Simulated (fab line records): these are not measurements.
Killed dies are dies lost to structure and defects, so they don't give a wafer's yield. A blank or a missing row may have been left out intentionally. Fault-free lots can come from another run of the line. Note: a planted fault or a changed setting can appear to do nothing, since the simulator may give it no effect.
Split-lot trial	flow n5-finfet	on a route of 1938 steps: 7 lots, 21 wafers read

SPLIT DETAILS
At N5_BEOL_M0_SAQP_SPACER2_ALD_26 (deposits SiO2, target thk 15 nm, pulse time 1 s, purge time 2 s), the setting target-thk-a was moved away from the recipe's 150 angstrom on 8 of the 21 wafers read, by -3.9% to +7.3%. All remaining wafers had this setting at the recipe value.

The split's own step is where the reading is taken.

THE READING
SiO2_of_BEOL_M0_SAQP_SPACER2_ALD_26.thk-nm (the simulator's own value, which no gauge read), in nm, at N5_BEOL_M0_SAQP_SPACER2_ALD_26 (deposits SiO2, target thk 15 nm, pulse time 1 s, purge time 2 s). The file gives no usual value for it. Here, 13 wafers ran the recipe; their average is 15.0 nm with a standard deviation of 0.053 nm.

wafer	tool, chamber at the split	target-thk-a as run, angstrom	against the recipe	SiO2_of_BEOL_M0_SAQP_SPACER2_ALD_26.thk-nm, nm	against lot-mates on the recipe
L074.3	ald-sin-03, 0,1,0	159	+6.0%	15.8	no lot-mate on the recipe
L074.4	ald-sin-03, 0,1,0	159	+6.0%	15.8	no lot-mate on the recipe
L074.6	ald-sin-03, 0,1,0	159	+6.0%	15.8	no lot-mate on the recipe
L076.3	ald-sin-02, 2,1,3	150	recipe	15	-
L076.4	ald-sin-02, 2,1,3	150	recipe	15	-
L076.6	ald-sin-02, 2,1,3	150	recipe	15	-
L081.2	ald-sin-04, 1,3,0	150	recipe	15	-
L081.3	ald-sin-04, 1,3,0	150	recipe	15	-
L081.4	ald-sin-04, 1,3,0	150	recipe	15	-
L084.3	ald-sin-04, 2	150	recipe	15	-
L084.4	ald-sin-04, 2	150	recipe	15	-
L084.5	ald-sin-04, 0	160.9	+7.3%	16	+1.0
L094.4	ald-sin-04, 1,1,2	144.5	-3.7%	14.4	no lot-mate on the recipe
L094.5	ald-sin-04, 1,1,2	144.5	-3.7%	14.4	no lot-mate on the recipe
L094.6	ald-sin-04, 1,1,2	144.5	-3.7%	14.4	no lot-mate on the recipe
L095.1	ald-sin-03, 1,0,0	150	recipe	15	-
L095.4	ald-sin-03, 1,0,0	150	recipe	15	-
L095.5	ald-sin-03, 1,0,0	150	recipe	15	-
L096.4	ald-sin-02, 1	150	recipe	15	-
L096.5	ald-sin-02, 0	150	recipe	15.2	-
L096.6	ald-sin-02, 3	144.2	-3.9%	14.4	-0.7
If several chambers appear in one row, that row covers several wafers at once and the file leaves open which wafer was in which chamber.

THE FIT
A straight line over all 21 wafers: SiO2_of_BEOL_M0_SAQP_SPACER2_ALD_26.thk-nm changes by +0.142 nm for each +1% of target-thk-a; r = +0.99; the points scatter about the line by 0.059 nm.
The same after taking each lot's own level away (the mean of its wafers on the recipe; 15 wafers): +0.148 nm for each +1%; r = +0.99; scatter 0.055 nm.
That fit puts the effect of the largest move of target-thk-a on the reading at 1.1 nm.
The span of the lots' own levels, 15.00 to 15.10 nm, comes to 1.9 times the standard deviation stated above.
The two slopes are in agreement: the lot-to-lot level therefore moves the slope only a little.
Check: with one of the wafers moved furthest among these (+7.3%) left out of the fit, the line predicts +1.32 nm for it against its lot-mates. It came out at +1 nm against them.

ADDITIONAL SPLITS CARRIED BY THESE WAFERS
Note: prior to the reading, these wafers also went through further splits. Each is held against what the fit with the lots' levels taken away leaves over:
other split on the same wafers	wafers away from the commonest value	r with SiO2_of_BEOL_M0_SAQP_SPACER2_ALD_26.thk-nm (lot level and that fit taken away)
N5_SD_ACTIVATION_LSA_01 temp-c	4	-0.27
N5_ILD0_CMP_03 down-force-psi	7	+0.04
N5_HKMG_FIN_HK_ALD_01 ald-cycles	6	+0.12
N5_HKMG_FIN_COAT_43 spin-rpm	8	-0.29
N5_GATE_CUT_COAT_27 spin-rpm	4	+0.02
N5_MOL_CONTACT_COAG_ETCH_105 bias-w	5	+0.04
N5_MOL_CONTACT_COAG_ETCH_15 source-w	9	+0.08
N5_MOL_CONTACT_COAG_ALD_133 ald-cycles	7	+0.24
N5_MOL_CONTACT_COAG_ETCHBACK_136 target-depth-a	7	-0.62
N5_BEOL_M0_SAQP_ETCH_106 target-depth-a	9	+0.74

FILE'S OWN FIT
SiO2_of_BEOL_M0_SAQP_SPACER2_ALD_26.thk-nm changes by +0.147 nm for each +1% of target-thk-a, r = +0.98.
